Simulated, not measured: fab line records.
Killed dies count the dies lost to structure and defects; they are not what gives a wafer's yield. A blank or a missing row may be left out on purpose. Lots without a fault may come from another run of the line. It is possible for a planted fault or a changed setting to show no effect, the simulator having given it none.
fab line records	flow nandHarc	part 1 of 2: steps 1 to 4 of 6
record: lots: 22	wafers: 66	lastDay: 25
route steps=1159 shown A_CHANNEL_HOLE_D1@474 A_CHANNEL_FILL_D1@496 A_STAIRCASE@550
lots that met no fault: from a run of the same line without faults
startH: hours from the record's first day to the start of the lot's first wafer shown	waitH: time in hours since the lot's previous step	" repeats the value in the row above	L1.1+2: several wafers, shown together as one row	- no value present, or no start provided	* or withheld: withheld	< > ~ a bound
route shown NAME@n: NAME is a module with steps in the file, n the number in the route of the first one	usual: average and standard deviation across the fault-free wafers	same: alike in all rows	chamber/n: place in a boat	sites: the reading at each site	_std_site: standard deviation of those values	_edge_site: mean of outer sites minus mean of inner sites	radiusMm: how far each site lies from the wafer's centre	mask NAME#n: copy n	behind: the last tool/chamber to shape the wafer	hold: what put the lot on hold/how long, in hours/how the hold closed	device: the transistor (n, p or np) that didn't switch	end of line: at the end of the route, the tests of the same wafers	step lacking rows: just its recipe	killed: count of dies lost to structure and defects at first sort (not the wafer's yield)	map: per-die view of a wafer (x killed, . not killed, _ where there is no die)
set.NAME: the run value of the setting; set.NAME@STEP: its run value at that earlier step	model.NAME: the simulator's own value behind a step, which no gauge read
the route's steps for a sample of lots (tables are steps, rows are wafers)
services: a tool's chamber out of use, with start hour (startH, from the record's first day; less than 0 if before it), hours out, and reason
== steps ==
step: NHARC_A_CHANNEL_HOLE_D1_ETCH_22
recipe: biasV: 3000	sourceW: withheld	pressureMtorr: 20	timeS: 666.7	arFlowSccm: 375	c4f8FlowSccm: 89.3	o2FlowSccm: 35.7	tempC: -20	targetDepthA: 16000	chemistry: C4F8/O2/Ar
usual: c4f8FlowSccm: 89.33/0.24	drypumpMotorCurrentA: 5.31/0.19	showerheadPlenumPTorr: 3.74/0.14	throttleValvePct: 32.155/0.0083
lot.wafer	tool	chamber	startH	waitH	c4f8FlowSccm	drypumpMotorCurrentA	rfHoursCounterH	showerheadPlenumPTorr	throttleValvePct
L074.1	harEtch-02	0	179.73	0.4	89.64	5.15	99	3.88	32.148
L074.3	"	0	"	"	89.07	5.15	-	3.88	32.147
L074.6	"	1	"	"	88.97	5.17	-	3.55	32.163
L077.1	harEtch-02	1	189.40	0.4	89.35	5.20	103	3.54	32.145
L077.5	"	1	"	"	89.50	5.18	-	3.54	32.149
L077.6	"	0	"	"	89.41	5.12	-	3.88	32.151
L076.1	harEtch-01	0	189.55	0.4	89.49	5.62	197	3.82	32.154
L076.4	"	1	"	"	89.14	5.35	-	3.82	32.161
L076.5	"	1	"	"	89.29	5.34	-	3.82	32.156
L078.1	harEtch-02	1	201.73	0.4	89.48	5.20	110	3.54	32.155
L078.4	"	0	"	"	89.22	5.12	-	3.87	32.169
L078.6	"	0	"	"	89.11	5.13	-	3.87	32.162
L079.1	harEtch-02	1	205.82	0.4	89.09	5.17	114	3.54	32.160
L079.4	"	1	"	"	89.13	5.20	-	3.54	32.153
L079.6	"	0	"	"	89.58	5.14	-	3.87	32.164
L081.1	harEtch-01	1	213.59	0.4	89.01	5.38	202	3.82	32.155
L081.3	"	1	"	"	89.09	5.39	-	3.82	32.159
L081.4	"	0	"	"	89.74	5.65	-	3.82	32.151
L080.2	harEtch-02	0	213.77	0.4	88.91	5.15	118	3.87	32.153
L080.4	"	1	"	"	89.28	5.15	-	3.54	32.157
L080.6	"	1	"	"	89.35	5.23	-	3.54	32.159
L083.1	harEtch-02	0	233.26	0.4	89.17	5.12	123	3.86	32.146
L083.3	"	1	"	"	89.30	5.16	-	3.53	32.156
L083.6	"	0	"	"	89.50	5.12	-	3.86	32.157
L082.1	harEtch-01	1	234.31	0.4	89.66	5.37	209	3.82	32.155
L082.2	"	0	"	"	89.11	5.62	209	3.82	32.172
L082.4	"	1	"	"	89.57	5.33	-	3.82	32.144
L084.3	harEtch-01	1	247.00	0.4	89.12	5.40	-	3.81	32.139
L084.6	"	0	"	"	89.69	5.63	-	3.81	32.158
L084.5	"	1	"	"	89.22	5.42	-	3.81	32.186
L085.4	harEtch-02	1	247.54	0.4	89.44	5.20	-	3.53	32.158
L085.3	"	0	"	"	89.26	5.15	-	3.86	32.161
L085.5	"	0	"	"	89.22	5.14	-	3.86	32.159
L087.1	harEtch-01	0	250.86	0.4	89.60	5.66	220	3.81	32.152
L087.2	"	1	"	"	89.03	5.39	220	3.81	32.155
L087.6	"	1	"	"	89.29	5.36	-	3.81	32.161
L086.1	harEtch-02	0	256.29	0.4	89.50	5.14	137	3.85	32.160
L086.4	"	1	"	"	89.50	5.20	-	3.53	32.153
L086.6	"	0	"	"	89.29	5.13	-	3.86	32.146
L089.2	harEtch-02	0	267.01	0.4	89.75	5.14	142	3.85	32.168
L089.1	"	1	"	"	88.94	5.19	142	3.52	32.143
L089.5	"	1	"	"	89.44	5.21	-	3.52	32.162
L090.1	harEtch-02	0	273.70	0.4	89.12	5.14	146	3.85	32.144
L090.2	"	1	"	"	89.23	5.18	146	3.52	32.161
L090.4	"	1	"	"	89.30	5.20	-	3.52	32.154
L091.1	harEtch-01	0	280.26	0.4	89.16	5.63	234	3.80	32.160
L091.3	"	1	"	"	89.55	5.39	-	3.80	32.161
L091.4	"	0	"	"	89.62	5.65	-	3.80	32.146
L092.1	harEtch-02	0	281.30	0.4	89.35	5.14	150	3.85	32.160
L092.6	"	0	"	"	89.09	5.14	-	3.85	32.154
L092.5	"	1	"	"	89.26	5.22	-	3.52	32.151
L093.2	harEtch-01	1	290.78	0.4	89.30	5.41	237	3.80	32.152
L093.1	"	0	"	"	89.20	5.65	237	3.80	32.167
L093.3	"	0	"	"	89.30	5.64	-	3.80	32.159
L094.3	harEtch-02	1	297.09	0.4	89.68	5.25	-	3.52	32.154
L094.4	"	0	"	"	89.52	5.14	-	3.84	32.152
L094.6	"	1	"	"	89.36	5.23	-	3.52	32.152
L095.2	harEtch-01	1	298.60	0.4	89.12	5.41	243	3.80	32.151
L095.1	"	0	"	"	89.46	5.64	243	3.80	32.157
L095.6	"	0	"	"	89.56	5.64	-	3.80	32.163
L096.2	harEtch-02	0	307.28	0.4	89.29	5.13	159	3.84	32.153
L096.4	"	1	"	"	89.34	5.15	-	3.51	32.124
L096.5	"	1	"	"	89.53	5.19	-	3.51	32.154
L097.1	harEtch-02	0	323.90	0.4	89.27	5.14	175	3.83	32.159
L097.3	"	0	"	"	89.71	5.14	-	3.83	32.166
L097.6	"	0	"	"	89.63	5.15	-	3.83	32.159
step: NHARC_A_CHANNEL_FILL_D1_ALD_16
recipe: targetThkA: 15	pulseTimeS: 10	aldCycles: 15	tempC: 300	material: SiO2
usual: heaterPowerW: 470/30	precursorPulseHeightRel: 0.998/0.02
lot.wafer	tool	chamber	startH	waitH	heaterPowerW	precursorPulseHeightRel
L074.1	aldHk-01	3	196.90	0.0	489	1.001
L074.3	"	2	"	"	496	0.991
L074.6	"	0	"	"	426	0.998
L076.4	aldHk-01	0	207.33	0.7	423	1.018
L076.1	"	3	"	"	484	0.996
L076.5	"	1	"	"	488	1.027
L077.1	aldHk-03	3	207.34	0.8	482	0.989
L077.6	"	2	"	"	486	0.983
L077.5	"	3	"	"	483	0.978
L078.1	aldHk-01	3	219.67	0.1	494	0.993
L078.4	"	0	"	"	414	0.993
L078.6	"	3	"	"	488	0.983
L079.1	aldHk-03	2	223.12	0.1	498	1.004
L079.4	"	3	"	"	485	1.001
L079.6	"	3	"	"	480	0.997
L081.1	aldHk-03	3	234.39	3.6	477	1.002
L081.4	"	0	"	"	464	1.013
L081.3	"	1	"	"	433	0.971
L080.4	aldHk-02	2	234.44	3.6	476	1.027
L080.2	"	3	"	"	468	1.013
L080.6	"	2	"	"	470	1.012
L082.2	aldHk-03	1	250.96	0.1	437	1.040
L082.1	"	3	"	"	504	0.978
L082.4	"	0	"	"	472	1.017
L083.3	aldHk-01	2	251.12	0.3	488	0.970
L083.1	"	0	"	"	392	0.991
L083.6	"	2	"	"	483	0.981
L085.4	aldHk-02	1	264.02	0.2	429	1.000
L085.3	"	2	"	"	470	0.998
L085.5	"	0	"	"	487	0.996
L084.3	aldHk-02	1	264.15	0.3	435	1.021
L084.6	"	0	"	"	464	0.970
L084.5	"	1	"	"	433	1.008
L087.2	aldHk-02	2	268.81	0.1	469	0.982
L087.1	"	3	"	"	468	0.993
L087.6	"	2	"	"	472	0.978
L086.1	aldHk-02	1	275.48	0.2	424	0.995
L086.4	"	3	"	"	477	1.013
L086.6	"	1	"	"	430	1.019
L089.1	aldHk-02	1	284.22	0.0	439	0.959
L089.2	"	2	"	"	466	0.984
L089.5	"	1	"	"	436	1.003
L090.2	aldHk-01	0	291.43	0.0	397	0.967
L090.4	"	1	"	"	492	1.026
L090.1	"	2	"	"	485	0.960
L091.3	aldHk-03	1	297.29	0.0	430	0.995
L091.4	"	2	"	"	492	0.993
L091.1	"	3	"	"	498	0.998
L092.1	aldHk-02	0	297.32	0.1	491	0.974
L092.6	"	3	"	"	496	1.008
L092.5	"	0	"	"	507	1.016
L093.1	aldHk-02	0	308.38	0.1	487	1.000
L093.2	"	1	"	"	429	1.028
L093.3	"	2	"	"	480	0.994
L094.4	aldHk-01	0	314.07	0.0	398	0.990
L094.3	"	3	"	"	511	0.998
L094.6	"	1	"	"	492	0.962
L095.1	aldHk-02	3	314.13	0.1	486	1.005
L095.2	"	0	"	"	494	0.992
L095.6	"	1	"	"	425	1.035
L096.2	aldHk-02	3	327.23	0.0	479	1.001
L096.4	"	0	"	"	503	0.956
L096.5	"	3	"	"	503	0.993
L097.1	aldHk-01	2	340.28	0.0	491	1.023
L097.3	"	3	"	"	488	0.963
L097.6	"	2	"	"	486	1.028
step: NHARC_A_STAIRCASE_TRIM_14
recipe: timeS: 211.2	o2FlowSccm: 500	arFlowSccm: 0	biasW: 0	chemistry: O2
usual: drypumpMotorCurrentA: 5.9/0.41	oesProductAu: 0.998/0.0088	rfVppV: 57.8/0.95	showerheadPlenumPTorr: 3.47/0.16	throttleValvePct: 17.037/0.0084
lot.wafer	tool	chamber	startH	waitH	drypumpMotorCurrentA	oesProductAu	rfHoursCounterH	rfVppV	showerheadPlenumPTorr	throttleValvePct
L074.3	rieDiel-13	1	-	-	5.3	1.003	46	56.6	3.36	17.049
L074.1	"	2	"	"	6.5	1.013	48	58.3	3.28	17.043
L074.6	"	1	"	"	5.3	1.002	-	57.7	3.36	17.031
L076.4	rieDiel-01	2	-	-	5.8	0.998	34	56.5	3.35	17.033
L076.1	"	1	"	"	5.6	0.984	40	58.0	3.33	17.037
L076.5	"	2	"	"	5.8	0.993	-	58.0	3.35	17.038
L077.1	rieDiel-01	1	-	-	5.6	0.999	40	59.2	3.33	17.040
L077.5	"	1	"	"	5.6	0.996	-	56.4	3.33	17.031
L077.6	"	2	"	"	5.8	0.998	-	56.7	3.35	17.025
L078.1	rieDiel-01	1	-	-	5.6	0.994	45	58.7	3.33	17.042
L078.6	"	2	"	"	5.8	0.998	-	58.2	3.35	17.045
L078.4	"	3	"	"	6.0	0.990	-	58.8	3.55	17.051
L079.4	rieDiel-06	2	-	-	6.4	0.997	4	58.2	3.60	17.039
L079.1	"	0	"	"	5.9	0.989	3	59.1	3.61	17.046
L079.6	"	2	"	"	6.4	1.005	-	60.4	3.60	17.042
L081.4	rieDiel-06	3	-	-	6.3	1.007	7	58.8	3.29	17.028
L081.1	"	0	"	"	5.9	0.992	6	59.5	3.61	17.047
L081.3	"	2	"	"	6.4	1.003	8	58.4	3.60	17.055
L080.4	rieDiel-01	3	-	-	6.0	0.982	51	58.4	3.55	17.048
L080.2	"	2	"	"	5.8	0.977	44	58.1	3.35	17.027
L080.6	"	0	"	"	5.8	0.994	-	57.6	3.47	17.038
L082.4	rieDiel-06	3	-	-	6.3	1.010	14	56.0	3.29	17.036
L082.1	"	1	"	"	6.5	1.006	15	58.2	3.69	17.038
L082.2	"	2	"	"	6.4	1.006	15	57.7	3.60	17.025
L083.1	rieDiel-13	3	-	-	5.4	0.990	4	56.9	3.29	17.036
L083.3	"	0	"	"	5.7	0.993	3	58.2	3.58	17.053
L083.6	"	0	"	"	5.6	1.003	-	57.7	3.58	17.042
L084.3	rieDiel-13	1	-	-	5.3	0.995	8	57.4	3.35	17.044
L084.6	"	3	"	"	5.4	0.986	-	58.5	3.29	17.044
L084.5	"	0	"	"	5.7	1.011	-	57.3	3.57	17.031
L085.4	rieDiel-06	2	-	-	6.5	0.989	19	58.8	3.59	17.044
L085.3	"	1	"	"	6.5	0.998	19	59.2	3.68	17.033
L085.5	"	2	"	"	6.4	0.992	-	58.9	3.59	17.051
L087.1	rieDiel-06	2	-	-	6.4	1.006	22	57.5	3.59	17.027
L087.2	"	3	"	"	6.3	1.005	22	57.2	3.28	17.029
L087.6	"	0	"	"	6.0	0.980	-	57.5	3.60	17.044
L086.4	rieDiel-13	0	-	-	5.6	1.000	13	56.7	3.57	17.054
L086.1	"	1	"	"	5.3	0.985	14	58.5	3.35	17.036
L086.6	"	2	"	"	6.5	0.991	-	59.7	3.80	17.048
L089.1	rieDiel-13	0	-	-	5.6	1.007	15	57.2	3.57	17.016
L089.2	"	1	"	"	5.3	0.996	16	56.1	3.35	17.027
L089.5	"	1	"	"	5.3	0.992	-	57.8	3.35	17.041
L090.1	rieDiel-06	1	-	-	6.6	0.993	32	58.3	3.68	17.022
L090.2	"	2	"	"	6.5	0.991	32	58.9	3.59	17.024
L090.4	"	0	"	"	5.9	0.995	33	57.9	3.59	17.031
L091.4	rieDiel-13	3	-	-	5.4	0.998	24	56.3	3.28	17.050
L091.1	"	1	"	"	5.3	1.002	22	56.6	3.35	17.025
L091.3	"	2	"	"	6.5	0.993	23	59.8	3.79	17.030
L092.1	rieDiel-13	2	-	-	6.6	1.000	23	57.1	3.79	17.024
L092.6	"	1	"	"	5.3	1.005	-	56.5	3.35	17.034
L092.5	"	2	"	"	6.5	1.000	-	58.1	3.79	17.024
L093.2	rieDiel-01	1	-	-	5.6	0.999	6	58.5	3.31	17.040
L093.1	"	2	"	"	5.8	1.006	8	58.4	3.33	17.033
L093.3	"	3	"	"	6.0	1.002	8	57.8	3.54	17.046
L094.3	rieDiel-06	0	-	-	5.9	0.995	40	58.2	3.59	17.035
L094.4	"	1	"	"	6.5	0.997	40	58.4	3.67	17.033
L094.6	"	3	"	"	6.3	1.002	-	57.9	3.27	17.040
L095.1	rieDiel-01	3	-	-	6.0	0.998	11	56.4	3.53	17.037
L095.2	"	0	"	"	5.8	1.013	11	57.4	3.46	17.013
L095.6	"	2	"	"	5.8	1.002	-	56.7	3.33	17.037
L096.4	rieDiel-13	1	-	-	5.3	0.993	33	57.4	3.34	17.047
L096.2	"	2	"	"	6.6	1.000	34	58.3	3.79	17.032
L096.5	"	3	"	"	5.4	0.999	-	58.3	3.27	17.043
L097.1	rieDiel-01	1	-	-	5.6	0.991	17	56.8	3.31	17.028
L097.3	"	3	"	"	6.0	0.995	20	58.4	3.53	17.043
L097.6	"	1	"	"	5.6	1.004	-	59.0	3.31	17.036
step: NHARC_A_STAIRCASE_ETCH_27
recipe: targetDepthA: 1000	timeS: 40.5	ionEnergyEv: 400	c4f8FlowSccm: 20	o2FlowSccm: 10	arFlowSccm: withheld	rfW: 600	biasW: 1000	chemistry: C4F8/O2
usual: oesProductAu: 0.940/0.011	rfFwdPowerW: 593.2/2.5	rfVppV: 894/5.9
lot.wafer	tool	chamber	startH	waitH	oesProductAu	rfFwdPowerW	rfHoursCounterH	rfVppV
L074.1	rieDiel-06	1	-	-	0.954	591.6	49	903
L074.3	"	0	"	"	0.954	597.1	61	899
L074.6	"	1	"	"	0.962	592.5	-	902
L076.1	rieDiel-13	3	-	-	0.924	593.1	51	888
L076.4	"	0	"	"	0.916	594.5	51	898
L076.5	"	0	"	"	0.921	592.9	-	898
L077.1	rieDiel-01	0	-	-	0.921	592.9	40	894
L077.5	"	2	"	"	0.931	593.4	-	889
L077.6	"	3	"	"	0.930	591.4	-	897
L078.1	rieDiel-01	1	-	-	0.934	594.3	47	889
L078.6	"	3	"	"	0.928	587.5	-	898
L078.4	"	1	"	"	0.939	593.8	-	888
L079.1	rieDiel-01	3	-	-	0.938	589.4	49	897
L079.6	"	2	"	"	0.936	597.6	-	890
L079.4	"	3	"	"	0.938	589.4	-	897
L080.4	rieDiel-01	3	-	-	0.930	590.9	52	897
L080.2	"	1	"	"	0.931	593.2	49	888
L080.6	"	2	"	"	0.930	594.0	-	891
L081.4	rieDiel-13	3	-	-	0.937	593.6	59	889
L081.1	"	0	"	"	0.915	594.2	59	898
L081.3	"	1	"	"	0.934	594.2	58	891
L082.4	rieDiel-01	3	-	-	0.940	592.4	59	898
L082.1	"	0	"	"	0.940	589.8	54	894
L082.2	"	1	"	"	0.941	592.4	55	887
L083.3	rieDiel-06	1	-	-	0.948	592.7	17	900
L083.1	"	2	"	"	0.933	594.0	17	901
L083.6	"	2	"	"	0.929	593.9	-	899
L084.3	rieDiel-13	1	-	-	0.931	592.1	9	889
L084.5	"	2	"	"	0.929	592.9	-	906
L084.6	"	3	"	"	0.938	593.8	-	889
L085.4	rieDiel-06	1	-	-	0.953	589.9	20	902
L085.3	"	2	"	"	0.938	597.0	20	897
L085.5	"	2	"	"	0.935	598.1	-	898
L087.1	rieDiel-13	2	-	-	0.937	588.1	13	905
L087.2	"	3	"	"	0.935	594.8	14	886
L087.6	"	2	"	"	0.946	590.5	-	906
L086.4	rieDiel-13	0	-	-	0.942	594.6	14	898
L086.1	"	2	"	"	0.934	591.1	16	905
L086.6	"	3	"	"	0.931	592.9	-	888
L089.1	rieDiel-13	3	-	-	0.935	597.5	20	887
L089.2	"	2	"	"	0.934	590.7	19	905
L089.5	"	3	"	"	0.932	593.7	-	888
L090.1	rieDiel-01	0	-	-	0.949	590.7	4	893
L090.2	"	3	"	"	0.947	587.1	5	896
L090.4	"	3	"	"	0.942	586.2	-	898
L091.1	rieDiel-13	1	-	-	0.941	591.8	23	889
L091.3	"	2	"	"	0.946	591.0	24	906
L091.4	"	3	"	"	0.938	596.4	25	886
L092.1	rieDiel-06	3	-	-	0.948	595.3	35	887
L092.6	"	0	"	"	0.943	595.4	-	899
L092.5	"	1	"	"	0.959	591.5	-	902
L093.3	rieDiel-13	2	-	-	0.935	592.0	29	906
L093.1	"	3	"	"	0.945	593.1	30	886
L093.2	"	0	"	"	0.969	594.0	26	897
L094.4	rieDiel-01	2	-	-	0.956	595.1	11	888
L094.3	"	3	"	"	0.953	586.3	11	896
L094.6	"	1	"	"	0.956	590.1	-	889
L095.2	rieDiel-06	0	-	-	0.939	594.7	42	897
L095.1	"	2	"	"	0.952	596.5	41	897
L095.6	"	3	"	"	0.972	594.8	-	886
L096.4	rieDiel-13	1	-	-	0.929	593.4	34	888
L096.2	"	2	"	"	0.915	589.6	36	905
L096.5	"	1	"	"	0.919	589.3	-	889
L097.3	rieDiel-01	1	-	-	0.957	592.9	19	887
L097.1	"	0	"	"	0.964	594.4	21	893
L097.6	"	1	"	"	0.949	592.4	-	886
